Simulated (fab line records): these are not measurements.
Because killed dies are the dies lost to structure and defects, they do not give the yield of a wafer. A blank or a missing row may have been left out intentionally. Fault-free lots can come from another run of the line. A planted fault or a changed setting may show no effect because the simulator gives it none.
The tool behind it: which one? :: flow n5Finfet :: 69 wafers from 23 lots sampled at 3 of the route's 1938 steps

WHAT EACH GAUGE READ, for each wafer
N5_BEOL_M5_THK_MEAS_53: measures by xrf. Usual: M5_THK typically reads 63.2 nm, with standard deviation 2.4.
lot: L074
measured: day 8 06:46
on: filmMetro-02
M5_THK (nm): 60.0 62.9 64.6
flag: 

lot: L075
measured: day 8 13:37
on: filmMetro-01
M5_THK (nm): 66.4 62.6 63.7
flag: 

lot: L076
measured: day 9 01:40
on: filmMetro-02
M5_THK (nm): 67.7 62.1 64.4
flag: 

lot: L077
measured: day 9 02:41
on: filmMetro-01
M5_THK (nm): 66.3 62.1 65.7
flag: 

lot: L078
measured: day 9 05:01
on: filmMetro-02
M5_THK (nm): 59.7 58.1 63.7
flag: 

lot: L079
measured: day 9 08:08
on: filmMetro-01
M5_THK (nm): 65.5 64.4 63.9
flag: 

lot: L080
measured: day 9 11:49
on: filmMetro-02
M5_THK (nm): 65.9 63.4 67.0
flag: 

lot: L081
measured: day 10 06:04
on: filmMetro-02
M5_THK (nm): 60.9 58.5 59.4
flag: 

lot: L082
measured: day 10 13:13
on: filmMetro-02
M5_THK (nm): 62.5 57.6 60.2
flag: 

lot: L083
measured: day 11 01:56
on: filmMetro-01
M5_THK (nm): 61.9 65.4 61.4
flag: 

lot: L084
measured: day 10 21:25
on: filmMetro-02
M5_THK (nm): 64.1 65.0 67.0
flag: 

lot: L086
measured: day 11 15:02
on: filmMetro-02
M5_THK (nm): 67.6 60.7 65.0
flag: 

lot: L088
measured: day 11 14:48
on: filmMetro-02
M5_THK (nm): 65.5 64.0 63.1
flag: 

lot: L087
measured: day 11 20:45
on: filmMetro-02
M5_THK (nm): 66.3 61.8 61.3
flag: 

lot: L089
measured: day 12 06:44
on: filmMetro-01
M5_THK (nm): 65.0 61.1 63.6
flag: 

lot: L090
measured: day 12 17:00
on: filmMetro-01
M5_THK (nm): 67.9 60.6 66.0
flag: 

lot: L091
measured: day 12 20:35
on: filmMetro-02
M5_THK (nm): 64.1 67.1 65.3
flag: 

lot: L092
measured: day 13 01:19
on: filmMetro-01
M5_THK (nm): 62.4 64.7 64.9
flag: 

lot: L093
measured: day 13 06:04
on: filmMetro-01
M5_THK (nm): 65.5 60.0 65.4
flag: 

lot: L094
measured: day 13 09:05
on: filmMetro-01
M5_THK (nm): 64.2 63.5 65.7
flag: 

lot: L095
measured: day 13 17:35
on: filmMetro-01
M5_THK (nm): 63.3 63.8 64.1
flag: 

lot: L096
measured: day 14 01:07
on: filmMetro-02
M5_THK (nm): 63.0 61.7 64.1
flag: 

lot: L097
measured: day 14 02:17
on: filmMetro-01
M5_THK (nm): 57.9 60.6 60.8
flag: 

TOOL THAT RAN EACH LOT (tool first, then ch and the chambers of the sampled wafers, then the start)
lot: L074
N5_BEOL_M5_CURE_80: uvCure-01 ch 2, day 8 00:08
N5_BEOL_M5_CMP_52: cmp-01 ch 0,1,2, day 8 06:28

lot: L075
N5_BEOL_M5_CURE_80: uvCure-02 ch 1, day 8 04:40
N5_BEOL_M5_CMP_52: cmp-04 ch 0,2,3, day 8 13:20

lot: L076
N5_BEOL_M5_CURE_80: uvCure-02 ch 0, day 8 19:40
N5_BEOL_M5_CMP_52: cmp-01 ch 0,1,3, day 9 01:24

lot: L077
N5_BEOL_M5_CURE_80: uvCure-03 ch 0, day 8 20:19
N5_BEOL_M5_CMP_52: cmp-04 ch 0,2, day 9 02:23

lot: L078
N5_BEOL_M5_CURE_80: uvCure-03 ch 2, day 8 22:14
N5_BEOL_M5_CMP_52: cmp-04 ch 2,3, day 9 04:43

lot: L079
N5_BEOL_M5_CURE_80: uvCure-01 ch 1, day 9 01:29
N5_BEOL_M5_CMP_52: cmp-01 ch 0,2,3, day 9 07:50

lot: L080
N5_BEOL_M5_CURE_80: uvCure-02 ch 1, day 9 05:18
N5_BEOL_M5_CMP_52: cmp-01 ch 0,1,3, day 9 11:34

lot: L081
N5_BEOL_M5_CURE_80: uvCure-02 ch 2, day 9 23:14
N5_BEOL_M5_CMP_52: cmp-04 ch 0,2,3, day 10 05:48

lot: L082
N5_BEOL_M5_CURE_80: uvCure-01 ch 2, day 10 05:24
N5_BEOL_M5_CMP_52: cmp-04 ch 1,2,3, day 10 13:00

lot: L083
N5_BEOL_M5_CURE_80: uvCure-01 ch 1, day 10 12:13
N5_BEOL_M5_CMP_52: cmp-01 ch 0,2,3, day 11 01:41

lot: L084
N5_BEOL_M5_CURE_80: uvCure-01 ch 0, day 10 14:50
N5_BEOL_M5_CMP_52: cmp-01 ch 1,2, day 10 21:07

lot: L086
N5_BEOL_M5_CURE_80: uvCure-03 ch 2, day 11 07:42
N5_BEOL_M5_CMP_52: cmp-01 ch 1,2,3, day 11 14:46

lot: L088
N5_BEOL_M5_CURE_80: uvCure-01 ch 2, day 11 08:12
N5_BEOL_M5_CMP_52: cmp-01 ch 0,3, day 11 14:31

lot: L087
N5_BEOL_M5_CURE_80: uvCure-01 ch 0, day 11 13:54
N5_BEOL_M5_CMP_52: cmp-04 ch 0,2,3, day 11 20:28

lot: L089
N5_BEOL_M5_CURE_80: uvCure-03 ch 2, day 12 00:32
N5_BEOL_M5_CMP_52: cmp-01 ch 1,2,3, day 12 06:31

lot: L090
N5_BEOL_M5_CURE_80: uvCure-03 ch 0, day 12 10:25
N5_BEOL_M5_CMP_52: cmp-04 ch 0,2,3, day 12 16:44

lot: L091
N5_BEOL_M5_CURE_80: uvCure-02 ch 1, day 12 12:17
N5_BEOL_M5_CMP_52: cmp-01 ch 0,2,3, day 12 20:17

lot: L092
N5_BEOL_M5_CURE_80: uvCure-01 ch 2, day 12 16:21
N5_BEOL_M5_CMP_52: cmp-04 ch 1,3, day 13 01:02

lot: L093
N5_BEOL_M5_CURE_80: uvCure-01 ch 0, day 12 23:13
N5_BEOL_M5_CMP_52: cmp-04 ch 0,2,3, day 13 05:51

lot: L094
N5_BEOL_M5_CURE_80: uvCure-02 ch 1, day 13 02:41
N5_BEOL_M5_CMP_52: cmp-04 ch 1,2, day 13 08:47

lot: L095
N5_BEOL_M5_CURE_80: uvCure-01 ch 1, day 13 10:23
N5_BEOL_M5_CMP_52: cmp-04 ch 0,1,3, day 13 17:17

lot: L096
N5_BEOL_M5_CURE_80: uvCure-01 ch 2, day 13 16:59
N5_BEOL_M5_CMP_52: cmp-02 ch 0,1, day 14 00:49

lot: L097
N5_BEOL_M5_CURE_80: uvCure-02 ch 0, day 13 19:31
N5_BEOL_M5_CMP_52: cmp-02 ch 2,3, day 14 01:59
- N5_BEOL_M5_CURE_80: cures SiCOH lowk, time 120 s.
- N5_BEOL_M5_CMP_52: polishes, stops on SiCOH lowk, t overpolish 6.9 s, target thk 62 nm.

AS READ BY THE TOOLS THEMSELVES (means over the sampled wafers that have a number; for cases with no such wafer, the mark the record gives instead)
N5_BEOL_M5_CURE_80. Usual: lampPowerPct 52.31 %, standard deviation 0.052; wafer_temp_C_max 371.6, standard deviation 0.67.
lot: L074
tool: uvCure-01
lampPowerPct (%): 52.34
wafer_temp_C_max: 372.2
flag: 

lot: L075
tool: uvCure-02
lampPowerPct (%): 52.32
wafer_temp_C_max: 371.3
flag: 

lot: L076
tool: uvCure-02
lampPowerPct (%): 52.35
wafer_temp_C_max: 371.7
flag: 

lot: L077
tool: uvCure-03
lampPowerPct (%): 52.36
wafer_temp_C_max: 371.6
flag: 

lot: L078
tool: uvCure-03
lampPowerPct (%): 52.35
wafer_temp_C_max: 371.2
flag: 

lot: L079
tool: uvCure-01
lampPowerPct (%): 52.35
wafer_temp_C_max: 372.0
flag: 

lot: L080
tool: uvCure-02
lampPowerPct (%): 52.30
wafer_temp_C_max: 371.9
flag: 

lot: L081
tool: uvCure-02
lampPowerPct (%): 52.33
wafer_temp_C_max: 373.6
flag: 

lot: L082
tool: uvCure-01
lampPowerPct (%): 52.29
wafer_temp_C_max: 372.1
flag: 

lot: L083
tool: uvCure-01
lampPowerPct (%): 52.29
wafer_temp_C_max: 371.6
flag: 

lot: L084
tool: uvCure-01
lampPowerPct (%): 52.29
wafer_temp_C_max: 370.9
flag: 

lot: L086
tool: uvCure-03
lampPowerPct (%): 52.36
wafer_temp_C_max: 370.9
flag: 

lot: L088
tool: uvCure-01
lampPowerPct (%): 52.34
wafer_temp_C_max: 371.6
flag: 

lot: L087
tool: uvCure-01
lampPowerPct (%): 52.33
wafer_temp_C_max: 370.7
flag: 

lot: L089
tool: uvCure-03
lampPowerPct (%): 52.28
wafer_temp_C_max: 371.1
flag: 

lot: L090
tool: uvCure-03
lampPowerPct (%): 52.28
wafer_temp_C_max: 371.9
flag: 

lot: L091
tool: uvCure-02
lampPowerPct (%): 52.31
wafer_temp_C_max: 371.2
flag: 

lot: L092
tool: uvCure-01
lampPowerPct (%): 52.32
wafer_temp_C_max: 371.7
flag: 

lot: L093
tool: uvCure-01
lampPowerPct (%): 52.25
wafer_temp_C_max: 370.8
flag: 

lot: L094
tool: uvCure-02
lampPowerPct (%): 52.31
wafer_temp_C_max: 371.8
flag: 

lot: L095
tool: uvCure-01
lampPowerPct (%): 52.31
wafer_temp_C_max: 371.8
flag: 

lot: L096
tool: uvCure-01
lampPowerPct (%): 52.34
wafer_temp_C_max: 371.6
flag: 

lot: L097
tool: uvCure-02
lampPowerPct (%): 52.28
wafer_temp_C_max: 371.9
flag: 

N5_BEOL_M5_CMP_52. Usual: barrierFieldEndpointS 24.6 s, standard deviation 0.88; edgeZonePressureFrac 1.000, standard deviation 0.005; motorCurrentA 6.2 A, standard deviation 0.55; overpolishRunS 6.900 s, standard deviation 0.0088; slurryFlowMlMin 150.0, standard deviation 0.47; timeToEndpointS 64 s, standard deviation 4.2.
lot: L074
tool: cmp-01
barrierFieldEndpointS (s): 24.7
edgeZonePressureFrac: 0.999
motorCurrentA (A): 6.5
overpolishRunS (s): 6.901
slurryFlowMlMin: 150.4
timeToEndpointS (s): 64
flag: 

lot: L075
tool: cmp-04
barrierFieldEndpointS (s): 24.1
edgeZonePressureFrac: 1.002
motorCurrentA (A): 6.5
overpolishRunS (s): 6.906
slurryFlowMlMin: 149.9
timeToEndpointS (s): 62
flag: 

lot: L076
tool: cmp-01
barrierFieldEndpointS (s): 25.2
edgeZonePressureFrac: 1.004
motorCurrentA (A): 6.6
overpolishRunS (s): 6.902
slurryFlowMlMin: 150.4
timeToEndpointS (s): 68
flag: 

lot: L077
tool: cmp-04
barrierFieldEndpointS (s): 25.1
edgeZonePressureFrac: 1.008
motorCurrentA (A): 6.7
overpolishRunS (s): 6.902
slurryFlowMlMin: 150.2
timeToEndpointS (s): 64
flag: 

lot: L078
tool: cmp-04
barrierFieldEndpointS (s): 24.3
edgeZonePressureFrac: 1.000
motorCurrentA (A): 6.2
overpolishRunS (s): 6.905
slurryFlowMlMin: 149.7
timeToEndpointS (s): 62
flag: 

lot: L079
tool: cmp-01
barrierFieldEndpointS (s): 25.6
edgeZonePressureFrac: 0.999
motorCurrentA (A): 6.5
overpolishRunS (s): 6.900
slurryFlowMlMin: 149.7
timeToEndpointS (s): 69
flag: 

lot: L080
tool: cmp-01
barrierFieldEndpointS (s): 25.3
edgeZonePressureFrac: 1.004
motorCurrentA (A): 6.4
overpolishRunS (s): 6.903
slurryFlowMlMin: 150.1
timeToEndpointS (s): 68
flag: 

lot: L081
tool: cmp-04
barrierFieldEndpointS (s): 24.8
edgeZonePressureFrac: 1.002
motorCurrentA (A): 6.4
overpolishRunS (s): 6.898
slurryFlowMlMin: 150.5
timeToEndpointS (s): 66
flag: 

lot: L082
tool: cmp-04
barrierFieldEndpointS (s): 24.7
edgeZonePressureFrac: 0.997
motorCurrentA (A): 5.7
overpolishRunS (s): 6.903
slurryFlowMlMin: 150.1
timeToEndpointS (s): 65
flag: 

lot: L083
tool: cmp-01
barrierFieldEndpointS (s): 24.4
edgeZonePressureFrac: 1.002
motorCurrentA (A): 6.4
overpolishRunS (s): 6.896
slurryFlowMlMin: 150.0
timeToEndpointS (s): 64
flag: 

lot: L084
tool: cmp-01
barrierFieldEndpointS (s): 24.3
edgeZonePressureFrac: 0.998
motorCurrentA (A): 7.0
overpolishRunS (s): 6.902
slurryFlowMlMin: 150.5
timeToEndpointS (s): 64
flag: 

lot: L086
tool: cmp-01
barrierFieldEndpointS (s): 24.6
edgeZonePressureFrac: 0.996
motorCurrentA (A): 6.6
overpolishRunS (s): 6.903
slurryFlowMlMin: 150.0
timeToEndpointS (s): 63
flag: 

lot: L088
tool: cmp-01
barrierFieldEndpointS (s): 24.2
edgeZonePressureFrac: 0.995
motorCurrentA (A): 6.3
overpolishRunS (s): 6.901
slurryFlowMlMin: 150.7
timeToEndpointS (s): 63
flag: 

lot: L087
tool: cmp-04
barrierFieldEndpointS (s): 26.0
edgeZonePressureFrac: 0.995
motorCurrentA (A): 6.4
overpolishRunS (s): 6.903
slurryFlowMlMin: 150.0
timeToEndpointS (s): 69
flag: 

lot: L089
tool: cmp-01
barrierFieldEndpointS (s): 25.2
edgeZonePressureFrac: 0.996
motorCurrentA (A): 6.6
overpolishRunS (s): 6.895
slurryFlowMlMin: 150.3
timeToEndpointS (s): 67
flag: 

lot: L090
tool: cmp-04
barrierFieldEndpointS (s): 24.2
edgeZonePressureFrac: 1.000
motorCurrentA (A): 6.2
overpolishRunS (s): 6.894
slurryFlowMlMin: 149.5
timeToEndpointS (s): 63
flag: 

lot: L091
tool: cmp-01
barrierFieldEndpointS (s): 25.6
edgeZonePressureFrac: 1.003
motorCurrentA (A): 6.5
overpolishRunS (s): 6.900
slurryFlowMlMin: 150.0
timeToEndpointS (s): 71
flag: 

lot: L092
tool: cmp-04
barrierFieldEndpointS (s): 23.7
edgeZonePressureFrac: 1.001
motorCurrentA (A): 5.3
overpolishRunS (s): 6.909
slurryFlowMlMin: 149.6
timeToEndpointS (s): 61
flag: 

lot: L093
tool: cmp-04
barrierFieldEndpointS (s): 24.7
edgeZonePressureFrac: 1.001
motorCurrentA (A): 6.5
overpolishRunS (s): 6.902
slurryFlowMlMin: 150.2
timeToEndpointS (s): 65
flag: 

lot: L094
tool: cmp-04
barrierFieldEndpointS (s): 24.7
edgeZonePressureFrac: 1.003
motorCurrentA (A): 6.0
overpolishRunS (s): 6.900
slurryFlowMlMin: 150.2
timeToEndpointS (s): 65
flag: 

lot: L095
tool: cmp-04
barrierFieldEndpointS (s): 23.9
edgeZonePressureFrac: 1.001
motorCurrentA (A): 5.8
overpolishRunS (s): 6.904
slurryFlowMlMin: 149.7
timeToEndpointS (s): 62
flag: 

lot: L096
tool: cmp-02
barrierFieldEndpointS (s): 23.7
edgeZonePressureFrac: 1.000
motorCurrentA (A): 5.9
overpolishRunS (s): 6.895
slurryFlowMlMin: 149.9
timeToEndpointS (s): 61
flag: 

lot: L097
tool: cmp-02
barrierFieldEndpointS (s): 25.4
edgeZonePressureFrac: 1.001
motorCurrentA (A): 5.6
overpolishRunS (s): 6.893
slurryFlowMlMin: 149.5
timeToEndpointS (s): 65
flag: 

THE ANSWER, worked out from the rows above alone
Rule: a lot is off if the mean of its wafers that have a number lies more than 3 standard deviations from the usual mean. A lot without any number at a reading at which 4 lots or more have one is off too. All remaining lots with rows at the step are treated as sound. The gauges are gone through in route order, then the tools' own readings, and for those a lot's mean is taken as printed above. The first step at which some lot is off is used, and at that step the reading that is off furthest; a lot without a number counts as furthest.
No lot is off at any reading shown: from this, nothing can be told.

WHAT WAS PUT IN BY THE SIMULATOR
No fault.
